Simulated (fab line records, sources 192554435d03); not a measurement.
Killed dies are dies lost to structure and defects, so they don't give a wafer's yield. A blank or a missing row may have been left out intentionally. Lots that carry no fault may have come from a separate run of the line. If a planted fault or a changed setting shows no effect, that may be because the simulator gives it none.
Chamber matching ; flow n5-finfet ; N5_BEOL_M8_STRIP_67 on rie-diel-05: 4 sister chambers
The step strips in CF4. 4 wafers are shown with their chamber, then 8 later ones without.

== WAFERS, EACH WITH ITS CHAMBER ==
wafer;chamber;showerhead-plenum-p-Torr (Torr)
L087.1;3;1.76
L087.2;2;1.65
L087.3;1;1.87
L092.2;0;1.82

== WAFERS WHOSE CHAMBER IS MISSING ==
wafer;showerhead-plenum-p-Torr (Torr)
L092.4;1.64
L092.6;1.64
L095.3;1.82
L095.5;1.86
L095.6;1.64
L097.2;1.75
L097.4;1.64
L097.5;1.64

== THE CHAMBER EACH PASSED THROUGH ==
wafer;from the rows above;in truth
L092.4;2;2
L092.6;2;2
L095.3;0;0
L095.5;1;1
L095.6;2;2
L097.2;3;3
L097.4;2;2
L097.5;2;2
8 of 8 placed correctly. From these rows, 0 cannot be placed. Number placed wrongly: 0.
How it was worked out, from the rows above alone: a wafer's distance from a chamber is the root of the sum, over the readings, of the square of ((its reading less the chamber's mean) divided by the reading's scatter). The wafer belongs to the nearest chamber; if the next one is less than 2 further off, it can't be placed. A chamber's mean is the mean of its shown wafers. The scatter: with one shown wafer a chamber, the root of the mean of the squares of how far each hidden wafer lies from its nearest shown one.
